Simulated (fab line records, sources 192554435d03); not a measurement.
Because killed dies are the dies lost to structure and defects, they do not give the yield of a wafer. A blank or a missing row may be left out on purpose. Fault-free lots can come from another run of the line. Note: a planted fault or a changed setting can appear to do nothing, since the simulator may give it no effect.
Which tool is to blame? / flow n5-finfet / 9 lots with 27 wafers sampled at 5 steps, on a route of 1938 steps

## WHAT THE GAUGES SHOWED, per wafer
N5_SDB_INSPECT_36: inspects for defects (darkfield). Usual: raw-defect-count reads 36 (standard deviation 19).
lot=L927; measured=day 4 20:12; on=defect-inspect-02; raw-defect-count=20 15 13; flag=
lot=L928; measured=day 5 02:28; on=defect-inspect-01; raw-defect-count=49 145 56; flag=
lot=L929; measured=day 5 07:52; on=defect-inspect-02; raw-defect-count=31 22 15; flag=
lot=L939; measured=day 7 21:31; on=defect-inspect-01; raw-defect-count=23 30 16; flag=
lot=L940; measured=day 7 23:41; on=defect-inspect-02; raw-defect-count=21 36 34; flag=
lot=L941; measured=day 8 07:47; on=defect-inspect-02; raw-defect-count=34 14 34; flag=
lot=L942; measured=day 8 09:47; on=defect-inspect-01; raw-defect-count=16 14 40; flag=
lot=L943; measured=day 8 16:15; on=defect-inspect-01; raw-defect-count=22 44 25; flag=
lot=L946; measured=day 9 11:53; on=defect-inspect-02; raw-defect-count=29 46 24; flag=

N5_BEOL_M4_RC_MEAS_101. Usual: DIBL_N 36.0 mV/V, standard deviation 1.7; DIBL_P 36.0 mV/V, standard deviation 2; IOFF_N 0.156 nA/um, standard deviation 0.028; IOFF_P 0.21 nA/um, standard deviation 0.04; ION_N 673 uA/um, standard deviation 12; ION_P 463 uA/um, standard deviation 8.3; SS_N 71.4 mV/dec, standard deviation 0.6; SS_P 73.3 mV/dec, standard deviation 0.66; VT_N 250 mV, standard deviation 3; VT_P -250 mV, standard deviation 3.8.
lot=L927; measured=day 8 11:33; on=prober-02; DIBL_N (mV/V)=36.9 36.9 34.7; DIBL_P (mV/V)=36.3 35.9 34.3; IOFF_N (nA/um)=0.167 0.153 0.123; IOFF_P (nA/um)=0.18 0.18 0.16; ION_N (uA/um)=677 660 672; ION_P (uA/um)=461 448 457; SS_N (mV/dec)=71.3 71.9 70.7; SS_P (mV/dec)=73.6 73.7 72.6; VT_N (mV)=250 255 254; VT_P (mV)=-254 -255 -254; flag=
lot=L928; measured=day 8 13:30; on=prober-01; DIBL_N (mV/V)=36.3 35.6 34.9; DIBL_P (mV/V)=38.9 36.3 36.7; IOFF_N (nA/um)=0.166 0.152 0.140; IOFF_P (nA/um)=0.26 0.22 0.21; ION_N (uA/um)=684 667 660; ION_P (uA/um)=469 466 462; SS_N (mV/dec)=72.0 71.8 70.9; SS_P (mV/dec)=73.6 72.4 73.0; VT_N (mV)=249 253 251; VT_P (mV)=-245 -247 -249; flag=
lot=L929; measured=day 8 22:27; on=prober-01; DIBL_N (mV/V)=34.7 37.7 35.2; DIBL_P (mV/V)=33.7 38.0 34.2; IOFF_N (nA/um)=0.118 0.168 0.135; IOFF_P (nA/um)=0.17 0.24 0.18; ION_N (uA/um)=652 669 671; ION_P (uA/um)=454 465 463; SS_N (mV/dec)=71.2 72.3 71.0; SS_P (mV/dec)=73.1 73.6 72.9; VT_N (mV)=255 250 250; VT_P (mV)=-253 -246 -252; flag=
lot=L939; measured=day 11 14:01; on=prober-02; DIBL_N (mV/V)=38.0 36.2 33.9; DIBL_P (mV/V)=39.2 36.7 34.5; IOFF_N (nA/um)=0.202 0.174 0.133; IOFF_P (nA/um)=0.22 0.19 0.16; ION_N (uA/um)=691 681 667; ION_P (uA/um)=464 458 457; SS_N (mV/dec)=72.0 71.3 70.4; SS_P (mV/dec)=74.4 73.9 73.4; VT_N (mV)=245 248 251; VT_P (mV)=-251 -252 -256; flag=
lot=L940; measured=day 11 23:07; on=prober-02; DIBL_N (mV/V)=38.2 37.0 34.4; DIBL_P (mV/V)=39.8 38.4 35.9; IOFF_N (nA/um)=0.180 0.150 0.121; IOFF_P (nA/um)=0.26 0.23 0.20; ION_N (uA/um)=676 660 663; ION_P (uA/um)=466 456 460; SS_N (mV/dec)=71.8 71.2 70.9; SS_P (mV/dec)=73.4 73.9 72.9; VT_N (mV)=248 251 253; VT_P (mV)=-246 -247 -250; flag=
lot=L941; measured=day 12 10:09; on=prober-02; DIBL_N (mV/V)=38.8 37.1 37.9; DIBL_P (mV/V)=38.5 36.2 36.2; IOFF_N (nA/um)=0.179 0.156 0.163; IOFF_P (nA/um)=0.24 0.22 0.22; ION_N (uA/um)=675 687 672; ION_P (uA/um)=463 470 460; SS_N (mV/dec)=71.9 71.3 71.2; SS_P (mV/dec)=73.6 72.2 72.9; VT_N (mV)=249 248 251; VT_P (mV)=-250 -248 -249; flag=
lot=L942; measured=day 12 11:52; on=prober-01; DIBL_N (mV/V)=34.1 33.2 32.0; DIBL_P (mV/V)=35.3 33.7 32.7; IOFF_N (nA/um)=0.130 0.116 0.098; IOFF_P (nA/um)=0.16 0.15 0.13; ION_N (uA/um)=660 672 652; ION_P (uA/um)=447 451 450; SS_N (mV/dec)=71.4 71.2 70.7; SS_P (mV/dec)=72.9 72.9 72.6; VT_N (mV)=252 251 257; VT_P (mV)=-257 -256 -257; flag=
lot=L943; measured=day 13 01:37; on=prober-02; DIBL_N (mV/V)=34.4 35.9 34.5; DIBL_P (mV/V)=34.3 36.0 33.9; IOFF_N (nA/um)=0.118 0.145 0.125; IOFF_P (nA/um)=0.18 0.21 0.18; ION_N (uA/um)=667 662 662; ION_P (uA/um)=462 456 463; SS_N (mV/dec)=70.8 71.1 71.1; SS_P (mV/dec)=72.6 73.1 72.5; VT_N (mV)=256 250 252; VT_P (mV)=-251 -251 -252; flag=
lot=L946; measured=day 13 10:40; on=prober-01; DIBL_N (mV/V)=35.1 36.1 35.9; DIBL_P (mV/V)=35.2 36.0 36.8; IOFF_N (nA/um)=0.132 0.156 0.150; IOFF_P (nA/um)=0.16 0.18 0.19; ION_N (uA/um)=676 674 680; ION_P (uA/um)=463 461 462; SS_N (mV/dec)=70.9 71.5 71.0; SS_P (mV/dec)=72.4 73.2 72.9; VT_N (mV)=251 250 251; VT_P (mV)=-254 -256 -253; flag=

## TOOL THAT RAN EACH LOT (tool first, then ch and the chambers of the sampled wafers, then the start)
lot=L927; N5_SDB_HM_OPEN_20=rie-diel-03 ch 0,1,3, day 4 16:16; N5_SDB_STRIP_22=plasma-asher-02 ch 0,1, day 4 16:21; N5_DUMMY_REMOVAL_PRECLEAN_08=remote-plasma-01 ch 1, day 4 20:29
lot=L928; N5_SDB_HM_OPEN_20=rie-diel-01 ch 0,1,2, day 4 22:08; N5_SDB_STRIP_22=plasma-asher-02 ch 0,1, day 4 22:13; N5_DUMMY_REMOVAL_PRECLEAN_08=remote-plasma-02 ch 0, day 5 02:44
lot=L929; N5_SDB_HM_OPEN_20=rie-diel-01 ch 1,2,3, day 5 04:14; N5_SDB_STRIP_22=plasma-asher-01 ch 0,1, day 5 04:19; N5_DUMMY_REMOVAL_PRECLEAN_08=remote-plasma-02 ch 0, day 5 08:08
lot=L939; N5_SDB_HM_OPEN_20=rie-diel-03 ch 0,1,2, day 7 17:53; N5_SDB_STRIP_22=plasma-asher-02 ch 0,1, day 7 17:58; N5_DUMMY_REMOVAL_PRECLEAN_08=remote-plasma-01 ch 0, day 7 21:47
lot=L940; N5_SDB_HM_OPEN_20=rie-diel-06 ch 0,2,3, day 7 19:27; N5_SDB_STRIP_22=plasma-asher-01 ch 0,1, day 7 19:35; N5_DUMMY_REMOVAL_PRECLEAN_08=remote-plasma-02 ch 1, day 8 00:16
lot=L941; N5_SDB_HM_OPEN_20=rie-diel-03 ch 0,2,3, day 8 03:49; N5_SDB_STRIP_22=plasma-asher-01 ch 0,1, day 8 03:53; N5_DUMMY_REMOVAL_PRECLEAN_08=remote-plasma-02 ch 0, day 8 08:05
lot=L942; N5_SDB_HM_OPEN_20=rie-diel-01 ch 1,3, day 8 05:36; N5_SDB_STRIP_22=plasma-asher-01 ch 1, day 8 05:41; N5_DUMMY_REMOVAL_PRECLEAN_08=remote-plasma-02 ch 1, day 8 10:08
lot=L943; N5_SDB_HM_OPEN_20=rie-diel-06 ch 1,2,3, day 8 12:38; N5_SDB_STRIP_22=plasma-asher-02 ch 0,1, day 8 12:43; N5_DUMMY_REMOVAL_PRECLEAN_08=remote-plasma-02 ch 0, day 8 16:33
lot=L946; N5_SDB_HM_OPEN_20=rie-diel-01 ch 0,1,2, day 9 08:16; N5_SDB_STRIP_22=plasma-asher-01 ch 0,1, day 9 08:20; N5_DUMMY_REMOVAL_PRECLEAN_08=remote-plasma-02 ch 0, day 9 12:20
- N5_SDB_HM_OPEN_20: chemistry CH3F/O2, target SiNx, stops on poly-Si, target depth 24 nm.
- N5_SDB_STRIP_22: strips in N2/H2.
- N5_DUMMY_REMOVAL_PRECLEAN_08: cleans in NF3:NH3, afs cycles 2, time 20 s, sublimation time 60 s.

## AS READ BY THE TOOLS THEMSELVES (means over the sampled wafers that have a number; for cases with no such wafer, the mark the record gives instead)
N5_SDB_HM_OPEN_20. Usual: for bias-w, 73.02 W with a standard deviation of 0.19; for drypump-motor-current-A, 5.8 A with a standard deviation of 0.46; for oes_o_777_au, 0.80 a.u. with a standard deviation of 0.098; for oes-product-au, 0.65 a.u. with a standard deviation of 0.079; for rf-vpp-V, 295 V with a standard deviation of 4.5; for showerhead-plenum-p-Torr, 2.02 Torr with a standard deviation of 0.05; for throttle-valve-pct, 16.40 % with a standard deviation of 0.24.
lot=L927; tool=rie-diel-03; bias-w (W)=72.87; drypump-motor-current-A (A)=5.9; oes_o_777_au (a.u.)=0.80; oes-product-au (a.u.)=0.65; rf-vpp-V (V)=295; showerhead-plenum-p-Torr (Torr)=2.00; throttle-valve-pct (%)=16.44; flag=
lot=L928; tool=rie-diel-01; bias-w (W)=72.98; drypump-motor-current-A (A)=6.1; oes_o_777_au (a.u.)=0.79; oes-product-au (a.u.)=0.64; rf-vpp-V (V)=294; showerhead-plenum-p-Torr (Torr)=2.03; throttle-valve-pct (%)=16.36; flag=
lot=L929; tool=rie-diel-01; bias-w (W)=73.12; drypump-motor-current-A (A)=5.7; oes_o_777_au (a.u.)=0.79; oes-product-au (a.u.)=0.64; rf-vpp-V (V)=295; showerhead-plenum-p-Torr (Torr)=2.00; throttle-valve-pct (%)=16.33; flag=
lot=L939; tool=rie-diel-03; bias-w (W)=73.10; drypump-motor-current-A (A)=5.7; oes_o_777_au (a.u.)=0.91; oes-product-au (a.u.)=0.74; rf-vpp-V (V)=295; showerhead-plenum-p-Torr (Torr)=2.02; throttle-valve-pct (%)=16.31; flag=
lot=L940; tool=rie-diel-06; bias-w (W)=73.13; drypump-motor-current-A (A)=5.4; oes_o_777_au (a.u.)=0.76; oes-product-au (a.u.)=0.62; rf-vpp-V (V)=299; showerhead-plenum-p-Torr (Torr)=2.05; throttle-valve-pct (%)=16.57; flag=
lot=L941; tool=rie-diel-03; bias-w (W)=72.98; drypump-motor-current-A (A)=5.6; oes_o_777_au (a.u.)=0.94; oes-product-au (a.u.)=0.77; rf-vpp-V (V)=295; showerhead-plenum-p-Torr (Torr)=2.01; throttle-valve-pct (%)=16.14; flag=
lot=L942; tool=rie-diel-01; bias-w (W)=72.89; drypump-motor-current-A (A)=6.1; oes_o_777_au (a.u.)=0.81; oes-product-au (a.u.)=0.66; rf-vpp-V (V)=298; showerhead-plenum-p-Torr (Torr)=2.01; throttle-valve-pct (%)=16.17; flag=
lot=L943; tool=rie-diel-06; bias-w (W)=73.06; drypump-motor-current-A (A)=5.8; oes_o_777_au (a.u.)=0.80; oes-product-au (a.u.)=0.64; rf-vpp-V (V)=298; showerhead-plenum-p-Torr (Torr)=2.06; throttle-valve-pct (%)=16.48; flag=
lot=L946; tool=rie-diel-01; bias-w (W)=72.91; drypump-motor-current-A (A)=6.2; oes_o_777_au (a.u.)=0.84; oes-product-au (a.u.)=0.68; rf-vpp-V (V)=293; showerhead-plenum-p-Torr (Torr)=2.01; throttle-valve-pct (%)=16.27; flag=

N5_SDB_STRIP_22. Usual: drypump-motor-current-A 5.8 A, standard deviation 0.4; h2-flow-sccm 3249 sccm, standard deviation 10; heater-power-w 326 W, standard deviation 24; oes-product-au 0.714 a.u., standard deviation 0.0045; strip-time-to-endpoint-s 96.2 s, standard deviation 0.42.
lot=L927; tool=plasma-asher-02; drypump-motor-current-A (A)=5.4; h2-flow-sccm (sccm)=3238; heater-power-w (W)=321; oes-product-au (a.u.)=0.715; strip-time-to-endpoint-s (s)=96.1; flag=
lot=L928; tool=plasma-asher-02; drypump-motor-current-A (A)=5.4; h2-flow-sccm (sccm)=3245; heater-power-w (W)=341; oes-product-au (a.u.)=0.716; strip-time-to-endpoint-s (s)=96.2; flag=
lot=L929; tool=plasma-asher-01; drypump-motor-current-A (A)=6.1; h2-flow-sccm (sccm)=3250; heater-power-w (W)=329; oes-product-au (a.u.)=0.712; strip-time-to-endpoint-s (s)=96.2; flag=
lot=L939; tool=plasma-asher-02; drypump-motor-current-A (A)=5.4; h2-flow-sccm (sccm)=3251; heater-power-w (W)=344; oes-product-au (a.u.)=0.715; strip-time-to-endpoint-s (s)=96.0; flag=
lot=L940; tool=plasma-asher-01; drypump-motor-current-A (A)=6.2; h2-flow-sccm (sccm)=3249; heater-power-w (W)=316; oes-product-au (a.u.)=0.711; strip-time-to-endpoint-s (s)=96.1; flag=
lot=L941; tool=plasma-asher-01; drypump-motor-current-A (A)=6.1; h2-flow-sccm (sccm)=3236; heater-power-w (W)=323; oes-product-au (a.u.)=0.710; strip-time-to-endpoint-s (s)=96.5; flag=
lot=L942; tool=plasma-asher-01; drypump-motor-current-A (A)=6.1; h2-flow-sccm (sccm)=3248; heater-power-w (W)=340; oes-product-au (a.u.)=0.715; strip-time-to-endpoint-s (s)=95.8; flag=
lot=L943; tool=plasma-asher-02; drypump-motor-current-A (A)=5.3; h2-flow-sccm (sccm)=3257; heater-power-w (W)=319; oes-product-au (a.u.)=0.714; strip-time-to-endpoint-s (s)=95.9; flag=
lot=L946; tool=plasma-asher-01; drypump-motor-current-A (A)=6.1; h2-flow-sccm (sccm)=3263; heater-power-w (W)=330; oes-product-au (a.u.)=0.714; strip-time-to-endpoint-s (s)=95.7; flag=

N5_DUMMY_REMOVAL_PRECLEAN_08. Usual: pressure-torr 3.000 Torr, standard deviation 0.0071; rf-power-w 30.01 W, standard deviation 0.083; temp-c 30.01 C, standard deviation 0.11.
lot=L927; tool=remote-plasma-01; pressure-torr (Torr)=2.994; rf-power-w (W)=30.00; temp-c (C)=29.94; flag=
lot=L928; tool=remote-plasma-02; pressure-torr (Torr)=2.999; rf-power-w (W)=30.11; temp-c (C)=28.94; flag=OFF
lot=L929; tool=remote-plasma-02; pressure-torr (Torr)=3.008; rf-power-w (W)=30.05; temp-c (C)=28.79; flag=OFF
lot=L939; tool=remote-plasma-01; pressure-torr (Torr)=2.991; rf-power-w (W)=30.01; temp-c (C)=30.02; flag=
lot=L940; tool=remote-plasma-02; pressure-torr (Torr)=2.996; rf-power-w (W)=29.92; temp-c (C)=30.05; flag=
lot=L941; tool=remote-plasma-02; pressure-torr (Torr)=3.009; rf-power-w (W)=30.15; temp-c (C)=30.11; flag=
lot=L942; tool=remote-plasma-02; pressure-torr (Torr)=2.996; rf-power-w (W)=30.02; temp-c (C)=30.12; flag=
lot=L943; tool=remote-plasma-02; pressure-torr (Torr)=3.001; rf-power-w (W)=29.99; temp-c (C)=29.87; flag=
lot=L946; tool=remote-plasma-02; pressure-torr (Torr)=3.002; rf-power-w (W)=30.00; temp-c (C)=30.02; flag=

## THE ANSWER, worked out from the rows above alone
Rule: a lot is off if the mean of its wafers that have a number lies more than 3 standard deviations from the usual mean. A lot without any number at a reading at which 4 lots or more have one is off too. Where the step has rows for the other lots, those lots are counted as sound. After the gauges, taken in route order, come the tools' own readings; for these a lot's mean is taken, as printed above. At the first step where some lot is off, the reading lying furthest off is the one used; lots without a number count as furthest.
Off, at N5_DUMMY_REMOVAL_PRECLEAN_08 on temp-c: L928, L929.
A tool fits if, at that step or a process step before it, it ran every lot that is off, and no sound lot after the first of them. No candidate that was tried fits.

## WHAT HAD BEEN PUT IN BY THE SIMULATOR
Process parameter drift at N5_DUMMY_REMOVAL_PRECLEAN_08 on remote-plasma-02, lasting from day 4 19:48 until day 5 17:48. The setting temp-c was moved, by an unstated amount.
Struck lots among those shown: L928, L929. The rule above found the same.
